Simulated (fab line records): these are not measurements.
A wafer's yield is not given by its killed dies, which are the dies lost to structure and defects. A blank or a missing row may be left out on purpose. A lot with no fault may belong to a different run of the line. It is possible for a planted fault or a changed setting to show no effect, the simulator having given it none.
fab line records | flow n5_finfet | part 2 of 2: steps 5 to 6 of 6
[record] lots = 24 wafers = 72 last_day = 17
route steps=1938 shown BEOL_M5@1136 BEOL_M6@1196
lots that met no fault: taken from a fault-free run of the same line
start_h: hours from the record's first day to the start of the lot's first wafer shown | wait_h: how many hours have passed since the lot's step before this one | " repeats the value in the row above | L1.1+2: a row that stands for several wafers | - value missing, or start not given | * or withheld: withheld | < > ~ a bound
route shown NAME@n: names a module that has steps shown in the file, with the first one's number in the route | usual: the fault-free wafers' mean and standard deviation | same: alike in all rows | chamber/n: place in a boat | sites: each site's reading | _std_site: how widely they spread, as a standard deviation | _edge_site: outer sites' mean less inner sites' | radius_mm: for every site, how far away it sits from the centre of the wafer | mask NAME#n: copy n | behind: the most recent tool/chamber to have shaped the wafer | hold: why the lot went on hold/how many hours it stayed there/how the hold came to an end | device: the n, p or np transistor that did not switch | end of line: at the end of the route, the tests of the same wafers | a step with no rows: only its recipe | killed: dies that structure and defects cost at the first sort, which is not the same as the wafer's yield | map: the dies of a wafer, with x for killed, . for not killed, _ for no die there
set.NAME: the setting as run; set.NAME@STEP: as run at that earlier step | model.NAME: the simulator's own value behind a step, which no gauge read
route steps across a sampled set of lots; one table per step, one row per wafer
services: from which hour (start_h, from the record's first day; less than 0 if before it) a tool's chamber was out of use, for how many hours, and why
[[steps]]
[step N5_BEOL_M6_THK_MEAS_01]
[recipe] reads = SiCOH_lowk_of_BEOL_M6_ILD_DEP_00
[usual] M6_ILD_THK = 155.8/1.9
// columns lot.wafer tool chamber start_h wait_h M6_ILD_THK[nm]
L074.1 film_metro-01 - 176.21 0.8 152.2
L074.5 " - " " 157.6
L074.6 " - " " 154.4
L075.1 film_metro-02 - 191.01 0.4 155.5
L075.2 " - " " 154.0
L075.4 " - " " 159.3
L076.4 film_metro-01 - 192.86 0.2 155.3
L076.5 " - " " 153.2
L076.6 " - " " 153.7
L077.1 film_metro-01 - 201.24 0.4 154.7
L077.2 " - " " 155.6
L077.6 " - " " 157.0
L078.1 film_metro-01 - 203.00 0.4 150.9
L078.4 " - " " 153.9
L078.6 " - " " 154.9
L079.4 film_metro-02 - 210.53 0.2 160.5
L079.5 " - " " 158.8
L079.6 " - " " 155.8
L080.1 film_metro-01 - 217.11 0.4 154.9
L080.3 " - " " 156.6
L080.4 " - " " 158.5
L082.2 film_metro-01 - 226.36 0.4 154.7
L082.3 " - " " 156.0
L082.6 " - " " 157.3
L081.2 film_metro-01 - 228.41 0.4 156.6
L081.4 " - " " 158.8
L081.6 " - " " 157.6
L083.1 film_metro-01 - 229.75 0.4 156.2
L083.2 " - " " 153.2
L083.6 " - " " 156.8
L084.1 film_metro-02 - 231.46 0.4 153.8
L084.2 " - " " 154.9
L084.4 " - " " 155.8
L085.1 film_metro-02 - 247.16 0.4 154.1
L085.2 " - " " 154.3
L085.4 " - " " 158.5
L086.1 film_metro-01 - 254.96 0.4 154.9
L086.3 " - " " 155.2
L086.4 " - " " 156.8
L088.1 film_metro-02 - 256.83 0.4 153.9
L088.2 " - " " 152.9
L088.3 " - " " 154.1
L087.3 film_metro-02 - 257.77 0.3 153.5
L087.5 " - " " 154.7
L087.6 " - " " 156.7
L089.1 film_metro-02 - 277.47 0.4 154.8
L089.4 " - " " 156.9
L089.6 " - " " 156.9
L090.1 film_metro-01 - 284.92 0.4 153.6
L090.2 " - " " 156.0
L090.5 " - " " 156.3
L091.3 film_metro-01 - 285.46 0.3 156.5
L091.4 " - " " 158.1
L091.6 " - " " 159.7
L092.1 film_metro-01 - 289.58 0.4 155.5
L092.3 " - " " 154.3
L092.6 " - " " 155.5
L093.1 film_metro-01 - 289.80 0.4 155.5
L093.4 " - " " 156.1
L093.6 " - " " 156.5
L094.1 film_metro-01 - 299.99 0.4 153.4
L094.2 " - " " 155.2
L094.3 " - " " 156.3
L095.2 film_metro-01 - 303.07 0.4 155.3
L095.3 " - " " 156.3
L095.6 " - " " 158.4
L097.3 film_metro-01 - 316.16 0.3 155.4
L097.4 " - " " 158.7
L097.6 " - " " 157.8
L096.1 film_metro-01 - 317.67 0.4 154.8
L096.3 " - " " 153.2
L096.5 " - " " 159.6
[step N5_BEOL_M6_STRIP_19]
[recipe] chemistry = O2 power_w = 400 temp_c = 40 pressure_mtorr = 30 rf_frequency_hz = 6e+07 bias_power_w = 0 overash_fraction = 0.2 o2_flow_sccm = 225
[usual] drypump_motor_current_A = 5.5/0.44 oes_product_au = 0.81/0.086 rf_vpp_V = 3.6/0.53 showerhead_plenum_p_Torr = 2.10/0.072 throttle_valve_pct = 16.78/0.27
// columns lot.wafer tool chamber start_h wait_h drypump_motor_current_A oes_product_au rf_hours_counter_h rf_vpp_V showerhead_plenum_p_Torr throttle_valve_pct
L074.1 rie_diel-01 0 179.52 0.1 5.9 0.98 10 3.9 2.15 16.41
L074.5 " 0 " " 5.9 0.97 - 3.9 2.15 16.44
L074.6 " 3 " " 6.2 0.82 - 4.6 2.21 17.05
L075.1 rie_diel-01 0 192.49 0.1 5.9 0.95 15 3.2 2.14 16.44
L075.2 " 1 " " 6.1 0.77 122 3.6 2.02 16.91
L075.4 " 3 " " 6.2 0.81 102 3.2 2.21 17.07
L076.4 rie_diel-01 2 194.81 0.1 5.6 0.89 32 3.6 2.23 16.27
L076.5 " 1 " " 6.1 0.77 - 3.3 2.02 16.91
L076.6 " 2 " " 5.6 0.91 - 3.3 2.23 16.26
L077.1 rie_diel-02 2 202.60 0.1 5.0 0.71 187 3.0 2.00 17.02
L077.2 " 3 " " 4.9 0.73 168 3.6 2.10 16.74
L077.6 " 0 " " 5.6 0.75 - 3.3 2.10 17.05
L078.1 rie_diel-02 3 205.18 0.1 4.9 0.74 169 4.3 2.10 16.73
L078.4 " 1 " " 5.4 0.90 24 3.5 2.05 16.41
L078.6 " 1 " " 5.4 0.90 - 4.0 2.05 16.41
L079.4 rie_diel-01 0 212.19 0.1 5.9 0.95 22 3.7 2.14 16.47
L079.5 " 1 " " 6.1 0.76 - 4.0 2.02 16.92
L079.6 " 2 " " 5.6 0.90 - 2.5 2.23 16.27
L080.1 rie_diel-04 3 220.02 0.1 5.4 0.80 102 4.3 2.12 16.83
L080.3 " 0 " " 5.5 0.88 47 4.6 2.13 16.76
L080.4 " 2 " " 5.7 0.91 33 3.0 2.14 16.88
L082.2 rie_diel-04 2 228.29 0.1 5.6 0.90 36 3.3 2.14 16.89
L082.3 " 3 " " 5.4 0.80 105 3.4 2.12 16.82
L082.6 " 2 " " 5.6 0.90 - 4.4 2.14 16.89
L081.2 rie_diel-01 3 229.82 0.2 6.2 0.80 116 3.8 2.21 17.09
L081.4 " 2 " " 5.6 0.88 46 4.2 2.23 16.28
L081.6 " 1 " " 6.1 0.75 - 3.0 2.02 16.93
L083.1 rie_diel-01 3 230.74 0.1 6.2 0.79 116 3.6 2.21 17.12
L083.2 " 1 " " 6.1 0.75 135 2.7 2.01 16.95
L083.6 " 3 " " 6.2 0.79 - 3.1 2.21 17.12
L084.1 rie_diel-02 3 232.74 0.1 4.9 0.72 178 3.3 2.10 16.78
L084.2 " 2 " " 5.0 0.70 197 4.6 1.99 17.04
L084.4 " 1 " " 5.3 0.87 33 3.6 2.04 16.43
L085.1 rie_diel-04 3 249.00 0.1 5.4 0.79 114 3.1 2.12 16.85
L085.2 " 0 " " 5.4 0.87 61 3.4 2.12 16.77
L085.4 " 3 " " 5.4 0.79 - 3.2 2.12 16.85
L086.1 rie_diel-04 0 256.42 0.1 5.5 0.87 64 3.9 2.12 16.79
L086.3 " 2 " " 5.6 0.88 49 4.0 2.14 16.89
L086.4 " 3 " " 5.4 0.79 118 4.1 2.12 16.84
L088.1 rie_diel-01 0 259.26 0.1 5.9 0.91 40 3.3 2.14 16.50
L088.2 " 3 " " 6.2 0.79 127 4.0 2.20 17.10
L088.3 " 1 " " 6.1 0.74 146 4.4 2.01 16.96
L087.3 rie_diel-04 0 259.61 0.1 5.5 0.86 65 3.1 2.12 16.76
L087.5 " 1 " " 4.7 0.98 - 2.9 2.05 16.49
L087.6 " 0 " " 5.5 0.86 - 3.9 2.12 16.78
L089.1 rie_diel-02 0 279.05 0.1 5.6 0.73 209 3.4 2.09 17.08
L089.4 " 1 " " 5.4 0.85 48 2.9 2.04 16.45
L089.6 " 0 " " 5.6 0.72 - 4.4 2.09 17.10
L090.1 rie_diel-02 3 288.41 0.1 4.9 0.71 197 5.1 2.09 16.82
L090.2 " 1 " " 5.3 0.85 50 4.0 2.04 16.47
L090.5 " 1 " " 5.4 0.85 - 2.9 2.04 16.44
L091.3 rie_diel-02 2 288.51 0.1 5.0 0.69 215 3.3 1.99 17.07
L091.4 " 0 " " 5.6 0.72 211 3.5 2.09 17.09
L091.6 " 3 " " 4.9 0.71 - 4.9 2.09 16.80
L092.1 rie_diel-04 3 292.01 0.1 5.4 0.77 130 3.0 2.11 16.86
L092.3 " 2 " " 5.7 0.86 61 3.8 2.13 16.92
L092.6 " 2 " " 5.7 0.85 - 4.2 2.13 16.93
L093.1 rie_diel-01 0 292.41 0.3 5.9 0.88 54 3.2 2.13 16.51
L093.4 " 0 " " 5.9 0.89 - 3.7 2.13 16.51
L093.6 " 1 " " 6.1 0.73 - 2.7 2.01 16.96
L094.1 rie_diel-02 2 303.04 0.1 5.0 0.68 221 3.6 1.99 17.09
L094.2 " 0 " " 5.6 0.72 216 3.3 2.08 17.13
L094.3 " 3 " " 4.9 0.71 202 4.2 2.09 16.81
L095.2 rie_diel-04 1 306.29 0.1 4.7 0.93 17 3.5 2.05 16.50
L095.3 " 2 " " 5.6 0.85 66 3.5 2.13 16.93
L095.6 " 0 " " 5.5 0.84 - 3.1 2.12 16.81
L097.3 rie_diel-02 3 317.43 0.1 4.9 0.70 207 4.1 2.09 16.81
L097.4 " 0 " " 5.6 0.71 222 3.5 2.08 17.12
L097.6 " 1 " " 5.4 0.83 - 2.6 2.03 16.48
L096.1 rie_diel-01 3 320.94 0.3 6.2 0.76 151 4.0 2.19 17.15
L096.3 " 1 " " 6.1 0.73 174 4.0 2.00 17.02
L096.5 " 1 " " 6.1 0.72 - 4.3 2.00 17.02
[[services]]
// columns tool chamber start_h hours kind
rie_metal-01 0 145.57 27.8 repair
rie_metal-01 - 151.98 1.0 repair
pecvd-03 - 158.28 0.6 repair
rie_diel-06 3 158.92 1.5 repair
pecvd-02 0 159.04 18.5 repair
rie_diel-02 0 180.49 4.4 repair
rie_diel-05 1 189.36 - clean
rie_diel-05 1 189.36 - consumable_replace:focus_ring
rie_diel-05 1 189.36 - consumable_replace:showerhead
rie_diel-05 1 189.36 17.0 scheduled_down
rie_diel-03 2 208.36 12.5 repair
rie_diel-03 3 217.87 22.0 repair
rie_diel-02 - 220.78 2.3 repair
rie_diel-05 3 240.96 8.6 repair
rie_diel-01 3 270.15 5.9 repair
pecvd-02 0 274.56 2.1 scheduled_down
rie_diel-05 2 283.44 5.7 repair
rie_diel-01 2 285.76 10.5 repair
rie_diel-03 1 291.24 4.8 repair
rie_diel-03 - 296.14 0.2 repair
rie_diel-01 0 307.46 4.7 repair
rie_diel-06 - 307.82 0.2 repair
rie_diel-01 0 314.89 13.9 repair
rie_metal-03 - 319.20 0.7 repair
